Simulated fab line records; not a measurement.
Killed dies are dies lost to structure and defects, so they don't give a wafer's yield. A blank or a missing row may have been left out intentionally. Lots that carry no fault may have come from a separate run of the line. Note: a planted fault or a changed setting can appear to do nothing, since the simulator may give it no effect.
Matching of chambers | flow nand_harc | NHARC_A_STAIRCASE_DEP_417 on pecvd-02 has 3 sister chambers
The step deposits Si3N4, target thk 60 nm. 16 wafers are shown with their chamber, then 8 later ones without.

== WAFERS, EACH WITH ITS CHAMBER ==
wafer  | chamber | heater_power_w (W)
L074.1 | 0       | 791
L074.2 | 2       | 665
L074.5 | 2       | 691
L079.2 | 1       | 647
L079.4 | 2       | 661
L079.5 | 0       | 776
L080.2 | 2       | 633
L080.4 | 2       | 640
L080.5 | 1       | 635
L084.3 | 2       | 754
L084.4 | 0       | 835
L084.5 | 1       | 653
L088.1 | 2       | 637
L088.2 | 0       | 780
L088.4 | 0       | 788
L090.1 | 1       | 593

SIGNATURES (averages over the wafers above)
reading        | chamber 0 | chamber 1 | chamber 2 | scatter within a chamber
heater_power_w | 794.00    | 632.00    | 668.71    | 34.4
Rule: for a wafer and a chamber, the distance is found by dividing, reading by reading, the gap between the wafer's reading and the chamber's mean by the reading's scatter, squaring, summing and taking the root. The wafer belongs to the nearest chamber; if the next one is less than 2 further off, it can't be placed. The scatter: the root of (the sum of the squares of (reading less its chamber's mean) over the shown wafers, divided by (wafers less chambers)).

== WAFERS WITHOUT THEIR CHAMBER ==
wafer  | heater_power_w (W)
L090.4 | 732
L090.5 | 607
L093.1 | 848
L093.5 | 757
L093.6 | 873
L097.2 | 673
L097.5 | 684
L097.6 | 678

== CHAMBER TAKEN BY EACH ==
wafer  | from the rows above          | in truth
L090.4 | can't be placed: 0 or 2 or 1 | 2
L090.5 | can't be placed: 1 or 2      | 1
L093.1 | 0                            | 0
L093.5 | can't be placed: 0 or 2      | 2
L093.6 | 0                            | 0
L097.2 | can't be placed: 2 or 1      | 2
L097.5 | can't be placed: 2 or 1      | 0
L097.6 | can't be placed: 2 or 1      | 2
Placed correctly: 2 of 8. These rows do not allow placing 6 (true chamber among the candidates in 5). Number placed wrongly: 0.
